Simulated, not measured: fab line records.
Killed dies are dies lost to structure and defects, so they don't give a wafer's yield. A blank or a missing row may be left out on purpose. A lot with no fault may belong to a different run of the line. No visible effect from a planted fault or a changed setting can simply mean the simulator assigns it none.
What tool caused it? | flow n5-finfet | Sampling: 11 lots, 33 wafers, 4 of 1938 route steps

WHAT EACH GAUGE READ, for each wafer
N5_BEOL_M10_OVL_MEAS_12. Usual: M10_OVL gives -0.5 nm (standard deviation 0.74).
lot  | measured     | on         | M10_OVL (nm)   | flag
L935 | day 10 10:32 | overlay-02 | -0.6 -0.7 -0.6 |
L934 | day 10 13:37 | overlay-02 | -0.1 -0.9 0.4  |
L936 | day 10 14:12 | overlay-02 | -1.9 -1.2 -0.2 |
L937 | day 10 20:43 | overlay-02 | -0.8 -0.3 -1.8 |
L938 | day 10 21:14 | overlay-01 | -0.3 -0.9 -1.7 |
L939 | day 11 18:33 | overlay-02 | 0.1 -0.4 -0.3  |
L947 | day 13 03:35 | overlay-02 | -2.2 -2.4 -0.7 |
L946 | day 13 05:02 | overlay-01 | -0.1 -0.9 0.2  |
L955 | day 15 13:21 | overlay-01 | -1.3 -0.5 -1.6 |
L956 | day 15 20:26 | overlay-02 | 0.0 -0.1 -1.8  |
L954 | day 15 20:33 | overlay-02 | 0.1 0.0 0.1    |

WHICH TOOL RAN EACH LOT (tool, then ch and the chambers of the sampled wafers, then the start)
lot  | N5_BEOL_M9_ANNEAL_51             | N5_BEOL_M9_CMP_52             | N5_BEOL_M10_COAT_59
L935 | rtp-anneal-01 ch 0, day 10 07:48 | cmp-04 ch 0,1,2, day 10 08:05 | litho-track-05 ch 0, day 10 10:15
L934 | rtp-anneal-02 ch 0, day 10 10:10 | cmp-04 ch 0,2,3, day 10 10:29 | litho-track-03 ch 0, day 10 13:13
L936 | rtp-anneal-02 ch 0, day 10 12:07 | cmp-01 ch 2,3, day 10 12:27   | litho-track-03 ch 0, day 10 13:55
L937 | rtp-anneal-02 ch 0, day 10 18:02 | cmp-04 ch 0,1,2, day 10 18:20 | litho-track-05 ch 0, day 10 20:27
L938 | rtp-anneal-02 ch 0, day 10 18:19 | cmp-01 ch 0,1,3, day 10 18:37 | litho-track-03 ch 0, day 10 20:50
L939 | rtp-anneal-02 ch 0, day 11 16:00 | cmp-04 ch 0,1,2, day 11 16:34 | litho-track-05 ch 0, day 11 18:09
L947 | rtp-anneal-02 ch 0, day 13 00:43 | cmp-04 ch 1,2,3, day 13 01:01 | litho-track-03 ch 0, day 13 03:11
L946 | rtp-anneal-02 ch 0, day 13 03:13 | cmp-04 ch 1,2,3, day 13 03:30 | litho-track-03 ch 0, day 13 04:45
L955 | rtp-anneal-02 ch 0, day 15 07:40 | cmp-04 ch 1,2, day 15 07:56   | litho-track-05 ch 0, day 15 12:57
L956 | rtp-anneal-02 ch 0, day 15 17:55 | cmp-03 ch 0,2, day 15 18:09   | litho-track-05 ch 0, day 15 20:10
L954 | rtp-anneal-02 ch 0, day 15 18:08 | cmp-01 ch 0,2, day 15 18:28   | litho-track-05 ch 0, day 15 20:16
- N5_BEOL_M9_ANNEAL_51: time 90 s.
- N5_BEOL_M9_CMP_52: polishes, stops on SiCOH lowk, t overpolish 7 s, target thk 140 nm.
- N5_BEOL_M10_COAT_59: time 60 s, resist thk 100 nm.

AS READ BY THE TOOLS THEMSELVES (means over the sampled wafers that have a number; for cases with no such wafer, the mark the record gives instead)
N5_BEOL_M9_ANNEAL_51. Usual: wafer_temp_C_max at 226.24, with a standard deviation of 0.27.
lot  | tool          | wafer_temp_C_max | flag
L935 | rtp-anneal-01 | 225.97           |
L934 | rtp-anneal-02 | 226.04           |
L936 | rtp-anneal-02 | 226.51           |
L937 | rtp-anneal-02 | 226.25           |
L938 | rtp-anneal-02 | 226.14           |
L939 | rtp-anneal-02 | 226.32           |
L947 | rtp-anneal-02 | 226.33           |
L946 | rtp-anneal-02 | 226.20           |
L955 | rtp-anneal-02 | 226.05           |
L956 | rtp-anneal-02 | 226.27           |
L954 | rtp-anneal-02 | 226.46           |

N5_BEOL_M9_CMP_52. Usual: barrier-field-endpoint-s 28.8 s, standard deviation 0.6; motor-current-A 5.9 A, standard deviation 0.82; overpolish-run-s 6.999 s, standard deviation 0.0089; platen-rpm 50.00 rpm, standard deviation 0.038; slurry-flow-ml-min 149.9, standard deviation 0.51; time-to-endpoint-s 65.6 s, standard deviation 2.6.
lot  | tool   | barrier-field-endpoint-s (s) | motor-current-A (A) | overpolish-run-s (s) | platen-rpm (rpm) | slurry-flow-ml-min | time-to-endpoint-s (s) | flag
L935 | cmp-04 | 28.4                         | 5.8                 | 6.992                | 49.97            | 150.6              | 63.4                   |
L934 | cmp-04 | 29.1                         | 6.1                 | 7.003                | 50.01            | 150.2              | 65.9                   |
L936 | cmp-01 | 29.0                         | 5.6                 | 7.001                | 50.02            | 150.1              | 65.5                   |
L937 | cmp-04 | 28.1                         | 6.0                 | 6.993                | 50.01            | 149.9              | 64.3                   |
L938 | cmp-01 | 28.8                         | 5.9                 | 6.996                | 50.00            | 149.9              | 65.6                   |
L939 | cmp-04 | 28.7                         | 5.9                 | 6.988                | 50.03            | 150.1              | 64.2                   |
L947 | cmp-04 | 28.1                         | 5.8                 | 7.007                | 50.02            | 150.3              | 64.2                   |
L946 | cmp-04 | 28.9                         | 5.8                 | 6.996                | 49.97            | 149.4              | 65.5                   |
L955 | cmp-04 | 28.6                         | 6.2                 | 7.007                | 50.00            | 149.6              | 62.4                   |
L956 | cmp-03 | 29.0                         | 6.0                 | 6.997                | 50.00            | 150.1              | 66.2                   |
L954 | cmp-01 | 29.1                         | 7.0                 | 6.997                | 49.96            | 150.4              | 70.6                   |

N5_BEOL_M10_COAT_59. Usual: heater-power-total-W 500.4 W, standard deviation 1.8; plate-temp-C 250.02 C, standard deviation 0.15.
lot  | tool           | heater-power-total-W (W) | plate-temp-C (C) | flag
L935 | litho-track-05 | 499.3                    | 250.05           |
L934 | litho-track-03 | 498.3                    | 250.01           |
L936 | litho-track-03 | 501.1                    | 249.90           |
L937 | litho-track-05 | 500.7                    | 249.85           |
L938 | litho-track-03 | 499.9                    | 249.98           |
L939 | litho-track-05 | 501.5                    | 250.07           |
L947 | litho-track-03 | 472.4                    | 238.45           | OFF
L946 | litho-track-03 | 472.4                    | 238.54           | OFF
L955 | litho-track-05 | 499.5                    | 250.03           |
L956 | litho-track-05 | 500.3                    | 250.21           |
L954 | litho-track-05 | 501.1                    | 250.10           |

THE ANSWER, worked out from the rows above alone
Rule: a lot is off if the mean of its wafers that have a number lies more than 3 standard deviations from the usual mean. A lot without any number at a reading at which 4 lots or more have one is off too. All remaining lots with rows at the step are treated as sound. After the gauges, taken in route order, come the tools' own readings; for these a lot's mean is taken, as printed above. At the first step where some lot is off, the reading lying furthest off is the one used; lots without a number count as furthest.
Off at N5_BEOL_M10_COAT_59 (plate-temp-C): L947, L946.
If a tool, at that step or one of the process steps before it, ran each lot that is off and ran no sound lot following the first of them, it fits. One fits: litho-track-03 at N5_BEOL_M10_COAT_59. Its last sound lot is L938 (day 10 20:50), its first lot that is off L947 (day 13 03:11): a fault that began between those two fits.
The tool's own readings at N5_BEOL_M10_COAT_59 bear it out: on the lots that are off they differ by more than 5 times the standard deviation of the sound lots' means. heater-power-total-W reads 472.4 W there against 500.2 W on the sound lots; plate-temp-C reads 238.50 C there against 250.02 C on the sound lots.

WHAT THE SIMULATOR PUT IN
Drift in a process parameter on litho-track-03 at N5_BEOL_M10_COAT_59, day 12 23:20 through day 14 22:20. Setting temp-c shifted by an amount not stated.
Lots struck among those shown: L947, L946. The same result came from the rule above.
